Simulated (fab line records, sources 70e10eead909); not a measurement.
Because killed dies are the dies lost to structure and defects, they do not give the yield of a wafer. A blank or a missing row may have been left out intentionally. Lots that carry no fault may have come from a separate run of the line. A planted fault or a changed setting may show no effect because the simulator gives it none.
Check for tools in common + flow nandHarc + Sample size 12 lots and 36 wafers

WHY THIS WAS OPENED
Flagged at NHARC_P_GATE_CD_MEAS_26: reading cdNm, on 1 of 12 lots. No-fault wafers: 119.9 nm, standard deviation 0.53.
Rule: a lot is flagged when every wafer of it that has a number lies more than 4 standard deviations from that mean, or none has a number. The rest of the lots are taken to be sound.

| lot  | measured     | on       | cdNm (nm), wafer by wafer | flag    |
|------|--------------|----------|---------------------------|---------|
| L745 | day 4 19:31  | cdSem-01 | 120.7 120.4 120.4         |         |
| L747 | day 5 10:22  | cdSem-01 | 119.8 120.6 120.6         |         |
| L746 | day 5 11:05  | cdSem-01 | 118.9 119.3 119.5         |         |
| L748 | day 5 14:48  | cdSem-01 | 115.6 116.0 115.5         | FLAGGED |
| L757 | day 7 20:35  | cdSem-03 | 120.5 119.9 120.8         |         |
| L759 | day 8 17:11  | cdSem-03 | 120.6 120.1 120.4         |         |
| L760 | day 8 17:49  | cdSem-01 | 119.0 118.9 119.1         |         |
| L761 | day 8 22:14  | cdSem-02 | 120.2 120.6 120.1         |         |
| L762 | day 9 08:28  | cdSem-03 | 119.6 119.6 120.1         |         |
| L764 | day 9 16:14  | cdSem-02 | 119.7 120.0 120.0         |         |
| L765 | day 9 21:05  | cdSem-02 | 119.7 120.1 120.1         |         |
| L766 | day 10 07:22 | cdSem-02 | 120.2 119.8 120.1         |         |
The mean of the flagged lots' numbers is 115.7 nm, -4.2 nm from the usual (-8 standard deviations).

LOT BY LOT: THE TOOL USED
2 process steps preceding the reading are held in the record, out of 1159 steps in the route. Every cell lists first the tool, next ch and the chambers used by the sampled wafers, and last the start.
| lot  | flag    | NHARC_P_GATE_HM_DEP_102      | NHARC_P_GATE_EXPOSE_23            |
|------|---------|------------------------------|-----------------------------------|
| L745 |         | aclDep-02 ch 0, day 4 18:31  | arfiScanner-02 ch 0, day 4 19:23  |
| L747 |         | aclDep-01 ch 0, day 5 09:08  | arfiScanner-02 ch 0, day 5 10:13  |
| L746 |         | aclDep-01 ch 0, day 5 09:47  | arfiScanner-02 ch 0, day 5 10:57  |
| L748 | FLAGGED | aclDep-01 ch 0, day 5 13:35  | arfiScanner-02 ch 0, day 5 14:40  |
| L757 |         | aclDep-01 ch 0, day 7 19:41  | arfiScanner-03 ch 0, day 7 20:27  |
| L759 |         | aclDep-01 ch 0, day 8 15:51  | arfiScanner-01 ch 0, day 8 17:03  |
| L760 |         | aclDep-01 ch 0, day 8 16:36  | arfiScanner-01 ch 0, day 8 17:41  |
| L761 |         | aclDep-02 ch 0, day 8 20:58  | arfiScanner-02 ch 0, day 8 22:06  |
| L762 |         | aclDep-03 ch 0, day 9 07:12  | arfiScanner-01 ch 0, day 9 08:20  |
| L764 |         | aclDep-03 ch 0, day 9 14:53  | arfiScanner-03 ch 0, day 9 16:06  |
| L765 |         | aclDep-01 ch 0, day 9 19:52  | arfiScanner-01 ch 0, day 9 20:58  |
| L766 |         | aclDep-02 ch 0, day 10 06:14 | arfiScanner-03 ch 0, day 10 07:13 |
What the steps here do:
- NHARC_P_GATE_HM_DEP_102: deposits aC, target thk 120 nm.
- NHARC_P_GATE_EXPOSE_23: exposes mask P GATE, target cd 120 nm.
- NHARC_P_GATE_CD_MEAS_26: target cd 120 nm.

FLAGGED AGAINST TOTAL, ONE TOOL AT A TIME (gauges that did the reading follow at the end)
| step                    | tool           | lots run | flagged | share of the flagged lots | sound lots run after its first flagged lot |
|-------------------------|----------------|----------|---------|---------------------------|--------------------------------------------|
| NHARC_P_GATE_HM_DEP_102 | aclDep-01      | 7        | 1       | all                       | 4 (L757,L759,L760,L765)                    |
| NHARC_P_GATE_HM_DEP_102 | aclDep-02      | 3        | 0       | none                      | -                                          |
| NHARC_P_GATE_HM_DEP_102 | aclDep-03      | 2        | 0       | none                      | -                                          |
| NHARC_P_GATE_EXPOSE_23  | arfiScanner-01 | 4        | 0       | none                      | -                                          |
| NHARC_P_GATE_EXPOSE_23  | arfiScanner-02 | 5        | 1       | all                       | 1 (L761)                                   |
| NHARC_P_GATE_EXPOSE_23  | arfiScanner-03 | 3        | 0       | none                      | -                                          |
| NHARC_P_GATE_CD_MEAS_26 | cdSem-01       | 5        | 1       | all                       | 1 (L760)                                   |
| NHARC_P_GATE_CD_MEAS_26 | cdSem-02       | 4        | 0       | none                      | -                                          |
| NHARC_P_GATE_CD_MEAS_26 | cdSem-03       | 3        | 0       | none                      | -                                          |

THE TABLE: WHAT IT ALLOWS
aclDep-01 at NHARC_P_GATE_HM_DEP_102, arfiScanner-02 at NHARC_P_GATE_EXPOSE_23 and cdSem-01 at NHARC_P_GATE_CD_MEAS_26: these 3 rows of the table ran every flagged lot.
- aclDep-01 at NHARC_P_GATE_HM_DEP_102 ran 7 lots, 1 of them flagged. Sound lots followed the first flagged one (L757, L759, L760, L765) on it, something a lasting fault affecting the whole tool could not allow.
- arfiScanner-02 at NHARC_P_GATE_EXPOSE_23 ran 5 lots, 1 of them flagged. Sound lots followed the first flagged one (L761) on it, something a lasting fault affecting the whole tool could not allow.
- cdSem-01 at NHARC_P_GATE_CD_MEAS_26 ran 5 lots, 1 of them flagged. Sound lots followed the first flagged one (L760) on it, something a lasting fault affecting the whole tool could not allow.
There is no row in the table that ran each flagged lot and no sound lot after the first.

WHAT THE SIMULATOR HAD INSERTED
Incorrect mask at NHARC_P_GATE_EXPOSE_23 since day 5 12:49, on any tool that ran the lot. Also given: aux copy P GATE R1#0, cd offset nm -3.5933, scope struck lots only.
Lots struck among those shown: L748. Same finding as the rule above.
